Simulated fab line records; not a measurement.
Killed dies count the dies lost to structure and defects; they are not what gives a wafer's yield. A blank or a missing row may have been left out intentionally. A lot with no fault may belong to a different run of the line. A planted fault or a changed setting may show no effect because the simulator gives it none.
A struck lot beside a sound one ; flow n5-finfet ; 38 steps out of a route of 1938
Sound: these wafers, L146.2, L146.3, L146.6. Wafers struck: L147.1, L147.2, L147.6. The cause comes at the end.
Order at every step that has rows: each side's tool, ch and its chambers, its first start. Under that, the readings that differ: sound wafers ; struck wafers ; difference of the means ; sigmas: that difference in standard deviations of wafers without a fault.
alike: words and numbers the same on both sides, and readings whose means are apart by under 2 such deviations; not compared: readings that were withheld, readings missing a value for some wafer, numbers with overlapping values and no deviation given by the record, and bounds like >300 which may hide the same value.
Wherever a step has rows on one side only, a row that says differs or no value, or a row with sigmas, the two part there. Numbers that don't overlap but have no deviation are shown without sigmas and don't part them. Lack of a reading on every wafer of one side parts them only where that side has two or more wafers.

first, 11 steps without rows for these wafers: N5_FIN_CUT_STRIP_24 (strips in CF4); N5_FIN_CUT_CUT_ETCH_26 (etches SiNx in CH3F/O2, target depth 39 nm, time 55.7 s); N5_FIN_CUT_CUT_ETCH_27 (etches SiO2 in CHF3/O2, target depth 4 nm, overetch 2 nm, time 4.9 s); N5_FIN_CUT_PRECLEAN_35 (cleans in vHF, time 13.3 s); N5_FIN_CUT_CUT_ETCH_15 (etches Si in HBr/Cl2/O2, target depth 100 nm, bt time 10 s, time 42.4 s); N5_FIN_CUT_CUT_ETCH_28 (etches Si in HBr/Cl2/O2, target depth 6 nm, time 2.4 s); N5_FIN_CUT_STRIP_22 (strips in N2/H2); N5_FIN_CUT_PRECLEAN_36 (cleans in O3/DIW, time 60 s); N5_FIN_CUT_SRD_32 (time 30 s); N5_FIN_CUT_UV_OZONE_34 (time 120 s); N5_STI_FIN_REVEAL_ALD_00 (deposits SiO2, target thk 1 nm, pulse time 1 s).
N5_STI_FIN_REVEAL_ALD_14: deposits Si3N4, target thk 3 nm.
  sound on ald-sin-04 ch 0,3, day 3 10:13; struck on ald-sin-04 ch 0,3, day 4 00:22
  alike: heater-power-outer-w, heater-power-w
then, 25 steps without rows for these wafers: N5_STI_FIN_REVEAL_FCVD_FILL_01 (material SiO2 flowable, target thk 312 nm, time 512.2 s); N5_STI_FIN_REVEAL_DENSIFY_02 (time 1800 s); N5_STI_FIN_REVEAL_CMP_04 (polishes, stops on Si3N4, t overpolish 4 s, target thk 131.83 nm); N5_STI_FIN_REVEAL_DENSIFY_30; N5_STI_FIN_REVEAL_ETCHBACK_08 (etches SiO2 in C4F6/O2, target depth 30.5 nm, time 10.167 s); N5_STI_FIN_REVEAL_STRIP_24 (strips in N2/H2, time 90 s); N5_STI_FIN_REVEAL_PRECLEAN_25 (cleans in SPM, time 90 s); N5_STI_FIN_REVEAL_PRECLEAN_26 (cleans in SC1, time 45 s); N5_STI_FIN_REVEAL_PRECLEAN_29 (cleans in DHF, time 30 s); N5_STI_FIN_REVEAL_SRD_12 (time 30 s); N5_STI_FIN_REVEAL_RECESS_09 (chemistry HF/NH3, target SiO2, afs cycles 11, target depth 42.5 nm, sublimation time 60 s); N5_STI_FIN_REVEAL_STRIP_16 (strips SiNx in H3PO4, target depth 23.8 nm); N5_STI_FIN_REVEAL_PRECLEAN_17 (cleans in NF3:NH3, afs cycles 1, time 20 s, sublimation time 60 s); N5_STI_FIN_REVEAL_ETCH_34 (etches Si in H2, material Si, target depth 0.97 nm); N5_STI_FIN_REVEAL_OXIDATION_31 (chemistry O2 PLASMA REMOTE, time 20 s); N5_STI_FIN_REVEAL_PRECLEAN_32 (cleans in NF3:NH3, afs cycles 1, time 20 s, sublimation time 60 s); N5_STI_FIN_REVEAL_STRIP_35 (strips Si3N4 in H3PO4, target depth 4 nm, time 39 s); N5_STI_FIN_REVEAL_SRD_21 (time 30 s); N5_STI_FIN_REVEAL_OXIDATION_33 (chemistry O2 PLASMA REMOTE, time 20 s); N5_STI_FIN_REVEAL_CLEAN_19 (cleans in O3/DIW, time 120 s); N5_STI_FIN_REVEAL_SRD_23 (time 30 s); N5_STI_FIN_REVEAL_PRECLEAN_18 (cleans in SC2, time 45 s); N5_STI_FIN_REVEAL_SRD_28 (time 30 s); N5_DUMMY_GATE_PRECLEAN_00 (cleans in O3/DIW, time 60 s); N5_DUMMY_GATE_SRD_01 (time 30 s).
-- the record jumps here: 10 days lie between the struck wafers' starts before and after (it left off in module DUMMY_GATE and takes up again in module PASSIVATION, whose first step shown is number 1936 of the route) --
N5_PASSIVATION_PROBE_49:
  sound: prober-02 at day 13 17:59; struck: prober-02 at day 14 01:51
reading;sound;struck;difference;sigmas
defect-limited-yield (%);91.2 95.2 92.7;79.2 87.5 85.1;-9.1;-6
killed-at-front-end;35 14 22;178 93 125;+108;+8
killed-dies;104 57 86;245 148 176;+107;+6
sort_bin_5_function (%);4.7 3.0 3.9;12.6 7.4 9.2;+5.9;+6
sort-n-pass;1076 1123 1094;935 1032 1004;-107;-6
sort-yield-pct (%);91.2 95.2 92.7;79.2 87.5 85.1;-9.1;-6
  alike: killed_at_M0_to_M3, killed_at_M4_up, killed-at-contacts, killed-at-other, killed-open, killed-short, sort_bin_6_memory

== WHERE THEY PART ==
N5_PASSIVATION_PROBE_49 only, going by this record.

WHY: what had been put in by the simulator
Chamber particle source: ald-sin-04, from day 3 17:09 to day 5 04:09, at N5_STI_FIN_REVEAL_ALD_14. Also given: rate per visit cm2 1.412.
